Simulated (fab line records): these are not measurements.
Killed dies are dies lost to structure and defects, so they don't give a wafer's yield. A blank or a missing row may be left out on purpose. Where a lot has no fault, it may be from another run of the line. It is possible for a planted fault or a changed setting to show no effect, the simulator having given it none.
Chamber matching / flow nand-harc / 4 sister chambers for NHARC_A_M1_ETCH_35 on rie-diel-01
The step etches the open film in N2/H2, target depth 40 nm, overetch 12 nm, time 43.94 s. 24 wafers are shown with their chamber, then 12 later ones without.

== EACH WAFER AND ITS CHAMBER ==
wafer=L074.2; chamber=2; drypump-motor-current-A (A)=5.4; showerhead-plenum-p-Torr (Torr)=2.04; rf-vpp-V (V)=429.6
wafer=L074.5; chamber=3; drypump-motor-current-A (A)=6.5; showerhead-plenum-p-Torr (Torr)=1.98; rf-vpp-V (V)=428.0
wafer=L074.6; chamber=2; drypump-motor-current-A (A)=5.4; showerhead-plenum-p-Torr (Torr)=2.04; rf-vpp-V (V)=430.6
wafer=L075.1; chamber=3; drypump-motor-current-A (A)=6.5; showerhead-plenum-p-Torr (Torr)=1.98; rf-vpp-V (V)=428.1
wafer=L075.2; chamber=0; drypump-motor-current-A (A)=6.4; showerhead-plenum-p-Torr (Torr)=2.18; rf-vpp-V (V)=433.9
wafer=L075.5; chamber=0; drypump-motor-current-A (A)=6.4; showerhead-plenum-p-Torr (Torr)=2.18; rf-vpp-V (V)=433.9
wafer=L076.1; chamber=0; drypump-motor-current-A (A)=6.4; showerhead-plenum-p-Torr (Torr)=2.17; rf-vpp-V (V)=435.4
wafer=L076.4; chamber=3; drypump-motor-current-A (A)=6.5; showerhead-plenum-p-Torr (Torr)=1.98; rf-vpp-V (V)=428.7
wafer=L076.6; chamber=1; drypump-motor-current-A (A)=5.5; showerhead-plenum-p-Torr (Torr)=1.97; rf-vpp-V (V)=427.0
wafer=L080.1; chamber=1; drypump-motor-current-A (A)=5.5; showerhead-plenum-p-Torr (Torr)=1.97; rf-vpp-V (V)=429.3
wafer=L080.4; chamber=3; drypump-motor-current-A (A)=6.5; showerhead-plenum-p-Torr (Torr)=1.98; rf-vpp-V (V)=430.5
wafer=L080.6; chamber=3; drypump-motor-current-A (A)=6.5; showerhead-plenum-p-Torr (Torr)=1.97; rf-vpp-V (V)=428.7
wafer=L082.1; chamber=1; drypump-motor-current-A (A)=5.6; showerhead-plenum-p-Torr (Torr)=1.97; rf-vpp-V (V)=429.2
wafer=L082.2; chamber=2; drypump-motor-current-A (A)=5.4; showerhead-plenum-p-Torr (Torr)=2.04; rf-vpp-V (V)=431.3
wafer=L082.4; chamber=0; drypump-motor-current-A (A)=6.4; showerhead-plenum-p-Torr (Torr)=2.17; rf-vpp-V (V)=435.7
wafer=L083.2; chamber=2; drypump-motor-current-A (A)=5.4; showerhead-plenum-p-Torr (Torr)=2.04; rf-vpp-V (V)=429.8
wafer=L083.3; chamber=3; drypump-motor-current-A (A)=6.5; showerhead-plenum-p-Torr (Torr)=1.97; rf-vpp-V (V)=429.5
wafer=L083.5; chamber=1; drypump-motor-current-A (A)=5.5; showerhead-plenum-p-Torr (Torr)=1.97; rf-vpp-V (V)=427.6
wafer=L090.3; chamber=3; drypump-motor-current-A (A)=6.5; showerhead-plenum-p-Torr (Torr)=1.97; rf-vpp-V (V)=429.0
wafer=L090.4; chamber=1; drypump-motor-current-A (A)=5.6; showerhead-plenum-p-Torr (Torr)=1.96; rf-vpp-V (V)=428.3
wafer=L090.5; chamber=2; drypump-motor-current-A (A)=5.4; showerhead-plenum-p-Torr (Torr)=2.03; rf-vpp-V (V)=428.5
wafer=L091.2; chamber=3; drypump-motor-current-A (A)=6.5; showerhead-plenum-p-Torr (Torr)=1.97; rf-vpp-V (V)=427.7
wafer=L091.5; chamber=2; drypump-motor-current-A (A)=5.4; showerhead-plenum-p-Torr (Torr)=2.03; rf-vpp-V (V)=430.6
wafer=L091.6; chamber=3; drypump-motor-current-A (A)=6.5; showerhead-plenum-p-Torr (Torr)=1.97; rf-vpp-V (V)=429.7

SIGNATURES (means of the wafers above)
reading=drypump-motor-current-A; chamber 0=6.400; chamber 1=5.540; chamber 2=5.400; chamber 3=6.500; scatter within a chamber=0.0245
reading=showerhead-plenum-p-Torr; chamber 0=2.1750; chamber 1=1.9680; chamber 2=2.0367; chamber 3=1.9744; scatter within a chamber=0.00517
reading=rf-vpp-V; chamber 0=434.725; chamber 1=428.280; chamber 2=430.067; chamber 3=428.878; scatter within a chamber=0.952
Rule: distance of a wafer from a chamber = root of the sum over the readings of ((wafer's reading minus chamber's mean) / reading's scatter) squared. If the next closest chamber is less than 2 further off than the closest, the wafer can't be placed; otherwise it belongs to the closest. The scatter is the square root of a quotient: the sum, over the shown wafers, of each reading's squared deviation from its chamber's mean, divided by wafers minus chambers.

== WAFERS WHOSE CHAMBER IS MISSING ==
wafer=L092.1; drypump-motor-current-A (A)=6.5; showerhead-plenum-p-Torr (Torr)=1.97; rf-vpp-V (V)=428.6
wafer=L092.4; drypump-motor-current-A (A)=5.4; showerhead-plenum-p-Torr (Torr)=2.03; rf-vpp-V (V)=430.7
wafer=L092.5; drypump-motor-current-A (A)=5.4; showerhead-plenum-p-Torr (Torr)=2.03; rf-vpp-V (V)=428.8
wafer=L094.2; drypump-motor-current-A (A)=6.4; showerhead-plenum-p-Torr (Torr)=2.17; rf-vpp-V (V)=434.9
wafer=L094.3; drypump-motor-current-A (A)=6.5; showerhead-plenum-p-Torr (Torr)=1.97; rf-vpp-V (V)=427.4
wafer=L094.5; drypump-motor-current-A (A)=6.4; showerhead-plenum-p-Torr (Torr)=2.17; rf-vpp-V (V)=435.2
wafer=L096.1; drypump-motor-current-A (A)=5.4; showerhead-plenum-p-Torr (Torr)=2.03; rf-vpp-V (V)=430.6
wafer=L096.3; drypump-motor-current-A (A)=6.5; showerhead-plenum-p-Torr (Torr)=1.97; rf-vpp-V (V)=429.7
wafer=L096.5; drypump-motor-current-A (A)=6.4; showerhead-plenum-p-Torr (Torr)=2.17; rf-vpp-V (V)=433.8
wafer=L097.2; drypump-motor-current-A (A)=6.4; showerhead-plenum-p-Torr (Torr)=2.17; rf-vpp-V (V)=434.0
wafer=L097.4; drypump-motor-current-A (A)=5.4; showerhead-plenum-p-Torr (Torr)=2.03; rf-vpp-V (V)=430.5
wafer=L097.6; drypump-motor-current-A (A)=5.4; showerhead-plenum-p-Torr (Torr)=2.03; rf-vpp-V (V)=430.6

== EACH ONE'S CHAMBER ==
wafer=L092.1; from the rows above=3; in truth=3
wafer=L092.4; from the rows above=2; in truth=2
wafer=L092.5; from the rows above=2; in truth=2
wafer=L094.2; from the rows above=0; in truth=0
wafer=L094.3; from the rows above=3; in truth=3
wafer=L094.5; from the rows above=0; in truth=0
wafer=L096.1; from the rows above=2; in truth=2
wafer=L096.3; from the rows above=3; in truth=3
wafer=L096.5; from the rows above=0; in truth=0
wafer=L097.2; from the rows above=0; in truth=0
wafer=L097.4; from the rows above=2; in truth=2
wafer=L097.6; from the rows above=2; in truth=2
Correct placement for 12 of the 12. Not placeable from these rows: 0. Wrongly placed: 0.
